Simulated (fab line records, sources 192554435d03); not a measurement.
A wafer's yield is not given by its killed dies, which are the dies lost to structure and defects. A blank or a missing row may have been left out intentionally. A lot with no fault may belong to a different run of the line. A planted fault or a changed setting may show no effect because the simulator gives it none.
Chamber matching + flow n5Finfet + rieDiel-01 running N5_FIN_CUT_STRIP_24: 4 sister chambers
The step strips in CF4. 20 wafers are shown with their chamber, then 10 later ones without.

## WAFERS PAIRED WITH THEIR CHAMBERS
| wafer  | chamber | drypumpMotorCurrentA (A) | showerheadPlenumPTorr (Torr) | throttleValvePct (%) |
|--------|---------|--------------------------|------------------------------|----------------------|
| L075.3 | 2       | 5.0                      | 1.80                         | 14.01                |
| L075.5 | 2       | 5.0                      | 1.80                         | 14.03                |
| L075.6 | 3       | 5.3                      | 1.73                         | 13.52                |
| L080.1 | 2       | 5.0                      | 1.79                         | 14.06                |
| L080.4 | 3       | 5.3                      | 1.72                         | 13.54                |
| L080.5 | 1       | 5.8                      | 1.83                         | 13.41                |
| L081.2 | 3       | 5.3                      | 1.72                         | 13.56                |
| L081.4 | 0       | 4.9                      | 1.82                         | 13.40                |
| L081.6 | 3       | 5.4                      | 1.72                         | 13.56                |
| L082.1 | 0       | 4.9                      | 1.82                         | 13.40                |
| L082.2 | 3       | 5.3                      | 1.72                         | 13.56                |
| L082.4 | 1       | 5.8                      | 1.83                         | 13.42                |
| L083.4 | 1       | 5.7                      | 1.83                         | 13.43                |
| L083.5 | 2       | 5.0                      | 1.79                         | 14.07                |
| L083.6 | 3       | 5.3                      | 1.72                         | 13.57                |
| L091.1 | 0       | 4.9                      | 1.82                         | 13.44                |
| L091.3 | 1       | 5.8                      | 1.82                         | 13.46                |
| L091.4 | 3       | 5.4                      | 1.72                         | 13.60                |
| L092.2 | 1       | 5.8                      | 1.82                         | 13.48                |
| L092.4 | 3       | 5.3                      | 1.72                         | 13.60                |

SIGNATURES (means of the wafers above)
| reading               | chamber 0 | chamber 1 | chamber 2 | chamber 3 | scatter within a chamber |
|-----------------------|-----------|-----------|-----------|-----------|--------------------------|
| drypumpMotorCurrentA  | 4.900     | 5.780     | 5.000     | 5.325     | 0.0379                   |
| showerheadPlenumPTorr | 1.8200    | 1.8260    | 1.7950    | 1.7212    | 0.00438                  |
| throttleValvePct      | 13.4133   | 13.4400   | 14.0425   | 13.5638   | 0.0273                   |
Rule: for each reading, subtract the chamber's mean from the wafer's reading, divide by that reading's scatter and square the result; add these up over the readings and take the root, which gives the wafer's distance from the chamber. The wafer belongs to the nearest chamber; if the next one is less than 2 further off, it can't be placed. The scatter is the square root of a quotient: the sum, over the shown wafers, of each reading's squared deviation from its chamber's mean, divided by wafers minus chambers.

## WAFERS WITHOUT THEIR CHAMBER
| wafer  | drypumpMotorCurrentA (A) | showerheadPlenumPTorr (Torr) | throttleValvePct (%) |
|--------|--------------------------|------------------------------|----------------------|
| L092.6 | 5.8                      | 1.82                         | 13.46                |
| L093.1 | 5.3                      | 1.72                         | 13.61                |
| L093.5 | 4.9                      | 1.81                         | 13.45                |
| L093.6 | 5.3                      | 1.72                         | 13.61                |
| L094.2 | 5.3                      | 1.72                         | 13.61                |
| L094.3 | 5.0                      | 1.78                         | 14.12                |
| L094.5 | 4.9                      | 1.81                         | 13.46                |
| L096.2 | 5.8                      | 1.82                         | 13.46                |
| L096.3 | 4.9                      | 1.81                         | 13.46                |
| L096.4 | 5.3                      | 1.72                         | 13.61                |

## WHICH CHAMBER EACH WENT THROUGH
| wafer  | from the rows above | in truth |
|--------|---------------------|----------|
| L092.6 | 1                   | 1        |
| L093.1 | 3                   | 3        |
| L093.5 | 0                   | 0        |
| L093.6 | 3                   | 3        |
| L094.2 | 3                   | 3        |
| L094.3 | 2                   | 2        |
| L094.5 | 0                   | 0        |
| L096.2 | 1                   | 1        |
| L096.3 | 0                   | 0        |
| L096.4 | 3                   | 3        |
Placed correctly: 10 of 10. Left unplaced by these rows: 0. Number placed wrongly: 0.
